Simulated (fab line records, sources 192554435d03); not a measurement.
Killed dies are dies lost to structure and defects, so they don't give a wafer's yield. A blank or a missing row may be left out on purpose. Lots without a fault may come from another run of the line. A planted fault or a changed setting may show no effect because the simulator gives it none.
fab line records | flow n5_finfet
record lots=7 wafers=39
route steps=1938 shown FIN_CUT@176 DUMMY_GATE@220 MOL_CONTACT_COAG@579
start_h: hours from the record's first day to the start of the lot's first wafer shown | wait_h: hours since the lot's step before | " the same as in the row above | L1.1+2: a row that stands for several wafers | - no value, or no start given | * or withheld: withheld | < > ~ a bound
route shown NAME@n: a module of which the file shows steps, and the number in the route of the first | usual: mean/standard deviation of fault-free wafers | same: alike in all rows | chamber/n: place in a boat | sites: the reading at each site | _std_site: their standard deviation | _edge_site: outer sites' mean less inner sites' | radius_mm: how far each site lies from the wafer's centre | mask NAME#n: copy n | behind: the tool/chamber that last shaped the wafer | hold: why the lot was held/for how many hours/how that ended | device: the transistor (n, p or np) that didn't switch | end of line: the same wafers' tests at the end of the route | a step without rows: its recipe alone | killed: dies lost to structure and defects at the first sort, not the wafer's yield | map: a wafer's dies, x killed, . not, _ none there
set.NAME: the setting as run; set.NAME@STEP: as run at that earlier step | model.NAME: the simulator's own value behind a step, which no gauge read
lots whose settings were changed on purpose; a table a step, a row a wafer
## steps
# step N5_FIN_CUT_CUT_ETCH_15
# recipe chemistry=HBr/Cl2/O2 target=Si target_depth_a=1000 bt_time_s=10 mask_material=SOC time_s=42.4 ion_energy_ev=* bias_w=* pressure_mtorr=10 icp_w=800 HBr_flow_sccm=150 Cl2_flow_sccm=80 O2_flow_sccm=12
# columns lot.wafer tool chamber start_h wait_h set.time_s model.etch.depth_nm model.FIN_CUT.feature_depth_nm model.SOC_of_FIN_CUT_COAT_18.thk_nm
L077.1 rie_si-04 2 45.37 0.1 33.66 79.5 79.4 177.4
L077.2 " 3 " " 33.66 81.5 81.4 176.8
L077.3 " 1 " " 42.4 98.14 98.2 171.2
L077.4 " 0 " " 33.66 78.67 78.6 178.2
L077.5 " 2 " " 42.4 100.1 100 170.2
L077.6 " 1 " " 42.4 97.5 97.4 170.4
L080.1 rie_si-02 3 63.50 0.1 45.38 104 104 169.2
L080.2 " 0 " " 42.4 100.1 100.2 170.2
L080.3 " 1 " " 42.4 99.09 99 170.8
L080.4 " 2 " " 45.38 108.3 108.4 168.4
L080.5 " 1 " " 42.4 98.73 98.8 171.8
L080.6 " 2 " " 45.38 109.8 109.8 167
L082.1 rie_si-05 1 78.46 0.1 42.4 98.18 98.2 171.6
L082.2 " 3 " " 47.92 114.9 114.8 164.4
L082.3 " 0 " " 42.4 100.9 100.8 170.4
L082.4 " 2 " " 47.92 110.2 110.2 167.4
L082.5 " 2 " " 47.92 110.2 110.2 167
L082.6 " 1 " " 42.4 97.91 98 172
L088.1 rie_si-05 2 111.31 0.1 42.4 96.52 96.6 172.4
L088.2 " 1 " " 42.4 99.17 99.2 170.4
L088.3 " 3 " " 42.4 100.3 100.4 171.4
L090.1 rie_si-04 2 125.22 0.1 42.4 100.1 100 169.2
L090.2 " 3 " " 42.4 100.8 100.8 170
L090.3 " 1 " " 42.4 98.06 98 171.4
L090.4 " 0 " " 42.4 99.1 99.2 170.6
L090.5 " 2 " " 42.4 100.5 100.4 170
L090.6 " 1 " " 42.4 97.19 97.2 171
L091.1 rie_si-05 0 130.54 0.1 42.4 99.81 99.8 171
L091.2 " 1 " " 42.4 99.08 99 170.6
L091.3 " 2 " " 42.4 97.92 98 170.8
L091.4 " 3 " " 42.4 101.6 101.6 169.6
L091.5 " 1 " " 42.4 99.06 99 170.6
L091.6 " 2 " " 42.4 96.87 96.8 171.8
L093.1 rie_si-02 2 141.44 0.1 42.4 103.7 103.6 168.8
L093.2 " 3 " " 49.33 115.5 115.4 163.8
L093.3 " 0 " " 49.33 116.6 116.6 162.6
L093.4 " 1 " " 49.33 115.4 115.4 164.4
L093.5 " 3 " " 42.4 98.77 98.8 169.6
L093.6 " 2 " " 42.4 103.1 103 167.4
# step N5_DUMMY_GATE_HM_DEP_06
# recipe material=SiNx target_thk_a=800 precursor=DCS/NH3 temp_c=700 pressure_mtorr=300 time_s=5141
# columns lot.wafer tool chamber start_h wait_h set.target_thk_a model.SiNx_of_DUMMY_GATE_HM_DEP_06.thk_nm
L077.1+3+4+6 - - - 0.0 770.9 77.8
L077.2+5 " - " " 770.9 77.6
L080.1+4 - - - 0.0 729.4 71.8
L080.2+3 " - " " 729.4 71.4
L080.5 " - " " 729.4 72
L080.6 " - " " 729.4 71.6
L082.1+3 - - - 0.0 800 80.2
L082.2 " - " " 800 80
L082.4 " - " " 800 79.4
L082.5 " - " " 800 80.4
L082.6 " - " " 800 79.8
L088.1 lpcvd-01 0/15 128.78 0.0 800 79.6
L088.2 " 0/20 " " 800 80.4
L088.3 " 0/25 " " 800 79.2
L090.1+5 - - - 0.0 747 73.4
L090.2+6 " - " " 747 73.8
L090.3 " - " " 747 74
L090.4 " - " " 747 73.6
L091.1 - - - 0.0 897.3 90.8
L091.2+3+6 " - " " 897.3 90.2
L091.4 " - " " 897.3 90
L091.5 " - " " 897.3 90.6
L093.1+2+6 - - - 0.0 768.6 77.2
L093.3 " - " " 768.6 77
L093.4 " - " " 768.6 78
L093.5 " - " " 768.6 78.2
# step N5_DUMMY_GATE_EXPOSE_12
# recipe mask_id=GATE na=0.33 source_shape=annular sigma_inner=0.2 sigma_outer=0.6 polarization=unpolarized target_cd_nm=25 dose_mj=34
# columns lot.wafer tool chamber start_h wait_h mask set.dose_mj
L077.1+4+6 euv_scanner-01 0 63.42 - GATE#0 33.27
L077.2+3+5 " 0 " " GATE#0 34
L080.1+2+4 euv_scanner-02 0 81.65 - GATE#0 36.31
L080.3+5+6 " 0 " " GATE#0 34
L082.1+4+6 euv_scanner-01 0 97.56 - GATE#0 32.32
L082.2+3+5 " 0 " " GATE#0 34
L088.1+2+3 euv_scanner-02 0 133.06 - GATE#0 34
L090.1+2+3 euv_scanner-02 0 144.06 - GATE#0 34
L090.4+5+6 " 0 " " GATE#0 36.16
L091.1+3+5 euv_scanner-02 0 148.12 - GATE#0 34
L091.2+4+6 " 0 " " GATE#0 32.46
L093.1+2+5 euv_scanner-02 0 161.26 - GATE#0 35.86
L093.3+4+6 " 0 " " GATE#0 34
# step N5_DUMMY_GATE_PEB_13
# recipe peb_temp_c=100 peb_time_s=60 resist=CAR-EUV
# step N5_DUMMY_GATE_DEVELOP_14
# recipe develop_time_s=30 developer=TMAH resist=CAR-EUV rinse_liquid=surfactant_rinse dry=air_spin dev_temp_c=23
# step N5_DUMMY_GATE_CD_MEAS_15
# recipe target_cd_nm=25.8 landing_energy_ev=500 detector=se_inlens
# usual cd_nm=25.08/0.23
# columns lot.wafer tool chamber start_h wait_h set.dose_mj@DUMMY_GATE_EXPOSE_12 cd_nm
L077.1 cd_sem-01 0 63.55 - 33.27 25.29
L077.2 " 0 " " 34 24.92
L077.3 " 0 " " 34 25.22
L077.4 " 0 " " 33.27 25.50
L077.5 " 0 " " 34 24.91
L077.6 " 0 " " 33.27 25.34
L080.1 cd_sem-01 0 81.77 - 36.31 23.60
L080.2 " 0 " " 36.31 23.86
L080.3 " 0 " " 34 25.37
L080.4 " 0 " " 36.31 23.69
L080.5 " 0 " " 34 24.66
L080.6 " 0 " " 34 24.87
L082.1 cd_sem-02 0 97.69 - 32.32 26.22
L082.2 " 0 " " 34 24.83
L082.3 " 0 " " 34 25.23
L082.4 " 0 " " 32.32 26.01
L082.5 " 0 " " 34 25.01
L082.6 " 0 " " 32.32 25.72
L088.1 cd_sem-02 0 133.19 - 34 25.38
L088.2 " 0 " " 34 25.07
L088.3 " 0 " " 34 25.08
L090.1 cd_sem-03 0 144.19 - 34 24.92
L090.2 " 0 " " 34 25.09
L090.3 " 0 " " 34 25.08
L090.4 " 0 " " 36.16 23.86
L090.5 " 0 " " 36.16 23.85
L090.6 " 0 " " 36.16 24.14
L091.1 cd_sem-01 0 148.25 - 34 24.98
L091.2 " 0 " " 32.46 25.95
L091.3 " 0 " " 34 25.33
L091.4 " 0 " " 32.46 26.32
L091.5 " 0 " " 34 25.31
L091.6 " 0 " " 32.46 26.20
L093.1 cd_sem-03 0 161.39 - 35.86 24.05
L093.2 " 0 " " 35.86 24.19
L093.3 " 0 " " 34 25.66
L093.4 " 0 " " 34 24.83
L093.5 " 0 " " 35.86 24.01
L093.6 " 0 " " 34 24.92
# step N5_DUMMY_GATE_STRIP_38
# recipe chemistry=N2/H2 temp_c=40 n2_flow_sccm=200 h2_flow_sccm=200 rf_frequency_hz=6e+07
# step N5_DUMMY_GATE_STRIP_39
# recipe chemistry=N2/H2 temp_c=40 n2_flow_sccm=200 h2_flow_sccm=200 rf_frequency_hz=6e+07
# step N5_DUMMY_GATE_TRIM_49
# recipe chemistry=O2 resist=SOC time_s=29 target_cd_nm=14 source_power_w=300 bias_power_w=0 O2_flow_sccm=100 temp_c=20
# columns lot.wafer tool chamber start_h wait_h set.dose_mj@DUMMY_GATE_EXPOSE_12 model.DUMMY_GATE.cd_nm
L077.1+6 rie_si-05 0,3 63.91 0.0 33.27 14.4
L077.2 " 2 " " 34 13.8
L077.3 " 1 " " 34 14.4
L077.4 " 3 " " 33.27 14.2
L077.5 " 2 " " 34 14
L080.1 rie_si-05 1 82.44 0.0 36.31 13.2
L080.2+4 " 3,0 " " 36.31 13
L080.3 " 2 " " 34 14.4
L080.5+6 " 0,3 " " 34 14
L082.1+6 rie_si-04 1,2 98.40 0.0 32.32 15
L082.2 " 0 " " 34 13.6
L082.3+5 " 2,1 " " 34 14.2
L082.4 " 3 " " 32.32 14.8
L088.1+3 rie_si-02 0,2 133.54 0.0 34 14.2
L088.2 " 3 " " 34 14
L090.1 rie_si-05 1 144.55 0.0 34 14.4
L090.2 " 0 " " 34 13.8
L090.3 " 3 " " 34 14
L090.4 " 1 " " 36.16 13.4
L090.5 " 3 " " 36.16 12.8
L090.6 " 0 " " 36.16 12.6
L091.1+5 rie_si-04 2,1 148.61 0.0 34 14.4
L091.2 " 1 " " 32.46 15.4
L091.3 " 3 " " 34 13.6
L091.4 " 0 " " 32.46 15
L091.6 " 2 " " 32.46 15.2
L093.1 rie_si-02 2 162.05 0.0 35.86 12.8
L093.2 " 1 " " 35.86 13.6
L093.3+6 " 3,0 " " 34 14
L093.4 " 0 " " 34 14.2
L093.5 " 3 " " 35.86 13.2
# step N5_DUMMY_GATE_ETCH_42
# recipe chemistry=CHF3/O2 target=SiO2 target_depth_a=35 time_s=31 ion_energy_ev=30 bias_w=12 pressure_mtorr=30 source_w=600 Ar_flow_sccm=200 CHF3_flow_sccm=50 O2_flow_sccm=5
# usual rf_vpp_V=42.7/1.1
# columns lot.wafer tool chamber start_h wait_h set.bias_w set.dose_mj@DUMMY_GATE_EXPOSE_12 rf_vpp_V model.DUMMY_GATE.cd_nm
L077.1 rie_diel-04 0 64.76 0.0 12 33.27 43.4 15.6
L077.2 " 1 " " 12 34 42.3 14.6
L077.3 " 3 " " 12 34 41.4 15.4
L077.4 " 2 " " 12 33.27 44.3 15.4
L077.5 " 3 " " 12 34 42.7 15
L077.6 " 0 " " 12 33.27 43.6 15.4
L080.1 rie_diel-04 3 83.13 0.0 12 36.31 42.0 14.4
L080.2 " 0 " " 14.3 36.31 49.0 14.2
L080.3 " 2 " " 12 34 44.1 15.4
L080.4 " 3 " " 14.3 36.31 47.2 14
L080.5 " 2 " " 14.3 34 50.4 15
L080.6 " 0 " " 12 34 42.0 15
L082.1 rie_diel-04 3 99.11 0.0 13.6 32.32 45.5 16.2
L082.2 " 0 " " 13.6 34 45.4 14.8
L082.3 " 2 " " 12 34 45.2 15.4
L082.4 " 1 " " 12 32.32 42.4 16.2
L082.5 " 0 " " 13.6 34 45.8 15.4
L082.6 " 1 " " 12 32.32 40.9 16.2
L088.1 rie_diel-05 1 134.24 0.0 12 34 41.4 15.2
L088.2 " 0 " " 12 34 43.2 15.4
L088.3 " 2 " " 12 34 42.6 15.2
L090.1 rie_diel-02 3 145.25 0.0 13.72 34 47.6 15.6
L090.2 " 0 " " 13.72 34 47.3 15
L090.3 " 2 " " 12 34 42.9 15.4
L090.4 " 0 " " 13.72 36.16 47.1 14.8
L090.5 " 3 " " 12 36.16 41.4 14
L090.6 " 2 " " 12 36.16 43.4 14.2
L091.1 rie_diel-04 1 149.30 0.0 10.87 34 40.0 15.4
L091.2 " 3 " " 10.87 32.46 38.8 16.2
L091.3 " 2 " " 12 34 43.8 14.4
L091.4 " 2 " " 10.87 32.46 40.9 15.8
L091.5 " 1 " " 12 34 41.8 15.2
L091.6 " 3 " " 12 32.46 41.7 16
L093.1 rie_diel-05 2 162.98 0.0 12 35.86 41.3 13.8
L093.2 " 3 " " 12 35.86 42.5 14.6
L093.3 " 1 " " 12 34 42.5 14.8
L093.4 " 0 " " 12 34 44.1 15.2
L093.5 " 2 " " 12 35.86 43.7 14.2
L093.6 " 1 " " 12 34 41.8 15
# step N5_MOL_CONTACT_COAG_ALD_131
# recipe material=SiO2 target_thk_a=50 temp_c=100 ald_precursor_family=BDEAS ald_co_reactant=O2-plasma pulse_time_s=1 co_reactant_pulse_time_s=1 purge_time_s=2 co_reactant_purge_time_s=2 ald_cycles=35 pressure_torr=2
# columns lot.wafer tool chamber start_h wait_h set.ald_cycles model.SiO2_of_MOL_CONTACT_COAG_ALD_131.thk_nm
L077.1+2+5 ald_sin-04 1,0,2 122.90 0.1 35 5
L077.3+4+6 " 2,3,1 " " 32 4.6
L080.1+5+6 ald_sin-03 1,0,3 139.52 0.1 35 5
L080.2+3+4 " 0,2,3 " " 38 5.4
L082.1+2+6 ald_sin-04 3,2,3 150.32 0.1 35 5
L082.3+4+5 " 1,0,2 " " 38 5.4
L088.1+2+3 ald_sin-04 1,0,3 186.95 1.4 35 5
L090.1+2+3+4+5+6 ald_sin-03 1,2,0,3,1,2 197.59 0.1 35 5
L091.1+2+3+4+5+6 ald_sin-01 2,0,1,3,3,2 208.55 0.1 35 5
L093.1+2+3+4+5+6 ald_sin-03 1,2,3,3,2,1 215.65 0.1 35 5
## key
split step=N5_FIN_CUT_CUT_ETCH_15 setting=time_s stated=42.4 by=wafer
response step=N5_FIN_CUT_CUT_ETCH_15 reading=model.etch.depth_nm change=+0.919 per=1% r=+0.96
response step=N5_FIN_CUT_CUT_ETCH_15 reading=model.FIN_CUT.feature_depth_nm change=+0.919 per=1% r=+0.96
response step=N5_FIN_CUT_CUT_ETCH_15 reading=model.SOC_of_FIN_CUT_COAT_18.thk_nm change=-0.339 per=1% r=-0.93
split step=N5_DUMMY_GATE_HM_DEP_06 setting=target_thk_a stated=800 by=lot
response step=N5_DUMMY_GATE_HM_DEP_06 reading=model.SiNx_of_DUMMY_GATE_HM_DEP_06.thk_nm change=+0.87 per=1% r=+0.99
split step=N5_DUMMY_GATE_EXPOSE_12 setting=dose_mj stated=34 by=wafer
response step=N5_DUMMY_GATE_CD_MEAS_15 reading=cd_nm change=-0.186 per=1% r=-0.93
response step=N5_DUMMY_GATE_TRIM_49 reading=model.DUMMY_GATE.cd_nm change=-0.176 per=1% r=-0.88
response step=N5_DUMMY_GATE_ETCH_42 reading=model.DUMMY_GATE.cd_nm change=-0.166 per=1% r=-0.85
split step=N5_DUMMY_GATE_ETCH_42 setting=bias_w stated=12 by=wafer
response step=N5_DUMMY_GATE_ETCH_42 reading=rf_vpp_V change=+0.293 per=1% r=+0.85
split step=N5_MOL_CONTACT_COAG_ALD_131 setting=ald_cycles stated=35 by=wafer
response step=N5_MOL_CONTACT_COAG_ALD_131 reading=model.SiO2_of_MOL_CONTACT_COAG_ALD_131.thk_nm change=+0.0467 per=1% r=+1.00
